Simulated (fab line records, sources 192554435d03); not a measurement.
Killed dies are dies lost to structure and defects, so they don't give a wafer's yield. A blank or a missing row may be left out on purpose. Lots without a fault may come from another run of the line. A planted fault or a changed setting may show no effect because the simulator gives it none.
A struck lot beside a sound one | flow n5_finfet | 28 steps out of a route of 1938
Sound: wafers L839.1, L839.4, L839.5. Struck: wafers L837.2, L837.3, L837.6. The cause comes at the end.
At each step with rows: each side's tool, then ch and its chambers, then its first start. Under that, the readings that differ: sound wafers | struck wafers | difference of the means | sigmas: that difference in standard deviations of wafers without a fault.
alike: readings whose means differ by less than 2 such deviations, and words and numbers that are the same on both sides. not compared: withheld readings, readings that some wafer has no value for, bounds like >300 that may hide the same value, and numbers for which the record gives no deviation and whose values overlap.
The two part at a step that has a row with sigmas, a row that says differs or no value, or rows on one side only. Numbers that don't overlap but have no deviation are shown without sigmas and don't part them. A reading that every wafer of one side lacks parts them only if that side has two wafers or more.

first, 8 steps without rows for these wafers: N5_BEOL_M1_CMP_52 (polishes, stops on SiOC, t overpolish 6.8 s, target thk 40 nm); N5_BEOL_M1_PRE_CLEAN_60 (time 15 s); N5_BEOL_M1_CO_CAP_55 (material Co, precursor CCTBA/H2, target thk 2 nm, time 102.1 s); N5_BEOL_M1_PRE_CLEAN_56 (time 15 s); N5_BEOL_M1_DEP_57 (deposits SiCN from 3MS/NH3, target thk 8 nm, time 14 s); N5_BEOL_M2_ILD_DEP_00 (deposits SiOC from DEMS/O2, target thk 79 nm, time 15.3 s); N5_BEOL_M2_PECVD_72 (deposits SiO2 from TEOS/O2, target thk 16 nm, time 18 s); N5_BEOL_M2_HM_DEP_02 (deposits TiN, target thk 20 nm).
N5_BEOL_M2_COAT_61: time 60 s, resist thk 60 nm.
  sound on litho_track-05 ch 0, day 11 04:47; struck on litho_track-01 ch 0, day 10 19:13
  reading                                  | sound                | struck               | difference | sigmas
  exhaust_pa (Pa)                          | 43.5 43.8 44.0       | 45.9 45.2 45.3       | +1.7       | +2
  spin_speed_rpm (rpm)                     | 1500.2 1502.2 1499.6 | 1811.8 1811.6 1811.9 | +311.1     | +99 or more
  model.SOC_of_BEOL_M2_COAT_61.thk_nm (nm) | 60 60.2 60.2         | 54.4 54.6 54.6       | -5.6       |
then, 11 steps without rows for these wafers: N5_BEOL_M2_COAT_62 (time 60 s, resist thk 12 nm); N5_BEOL_M2_COAT_73 (time 60 s, resist thk 5 nm); N5_BEOL_M2_COAT_05 (resist thk 30 nm); N5_BEOL_M2_EBR_07; N5_BEOL_M2_SOFTBAKE_06 (time 60 s); N5_BEOL_M2_EXPOSE_08 (exposes mask M2); N5_BEOL_M2_PEB_09 (peb time 60 s); N5_BEOL_M2_DEVELOP_10 (develop time 30 s); N5_BEOL_M2_DESCUM_16 (chemistry O2, time 7 s); N5_BEOL_M2_ETCH_74 (etches underlayer in N2/H2, target depth 6.5 nm, time 5.2 s); N5_BEOL_M2_ETCH_63 (etches SiARC in CF4, target depth 15.6 nm, time 26 s).
N5_BEOL_M2_ETCH_64: etches SOC in N2/H2, target depth 75 nm, overetch 22.5 nm, time 121.9 s.
  sound on rie_diel-02 ch 0,1, day 11 05:24; struck on rie_diel-03 ch 2,3, day 10 19:48
  reading                  | sound             | struck           | difference | sigmas
  model.etch.depth_nm (nm) | 60.05 60.19 60.16 | 54.38 54.5 54.51 | -5.67      |
  alike: drypump_motor_current_A, h2_flow_sccm, oes_product_au, rf_vpp_V, showerhead_plenum_p_Torr, throttle_valve_pct
  not compared: rf_hours_counter_h
then, 3 steps without rows for these wafers: N5_BEOL_M2_STRIP_65 (strips in N2/H2); N5_BEOL_M2_STRIP_75 (strips in N2/H2); N5_BEOL_M2_STRIP_66 (strips in CF4).
N5_BEOL_M2_HM_OPEN_17: chemistry Cl2/BCl3, target TiN, target depth 20 nm, overetch 6 nm.
  sound on rie_metal-02 ch 0,1, day 11 05:35; struck on rie_metal-02 ch 0, day 10 19:58
  reading                                  | sound          | struck         | difference | sigmas
  model.SOC_of_BEOL_M2_COAT_61.thk_nm (nm) | 52.4 52.4 52.4 | 46.6 46.8 46.6 | -5.7       |
  alike: drypump_motor_current_A, oes_ar_750_au, oes_product_au, throttle_valve_pct
  not compared: rf_hours_counter_h
then, 1 step without rows for these wafers: N5_BEOL_M2_STRIP_19 (strips in O2).
N5_BEOL_M4_RC_MEAS_101:
  sound on prober-01 ch 0, day 12 13:17; struck on prober-02 ch 0, day 12 12:42
  alike: DIBL_N, DIBL_P, IOFF_N, IOFF_P, ION_N, ION_P, SS_N, SS_P, VT_N, VT_P
then, 1 step without rows for these wafers: N5_PASSIVATION_PROBE_49.

WHERE THEY PART
Only at N5_BEOL_M2_COAT_61, within this record. Later steps at which nothing parts them and some readings are alike: N5_BEOL_M2_ETCH_64, N5_BEOL_M2_HM_OPEN_17, N5_BEOL_M4_RC_MEAS_101.

WHY: what the simulator had put in
Process parameter drift: litho_track-01, from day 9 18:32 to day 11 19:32, at N5_BEOL_M2_COAT_61. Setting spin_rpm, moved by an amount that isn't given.
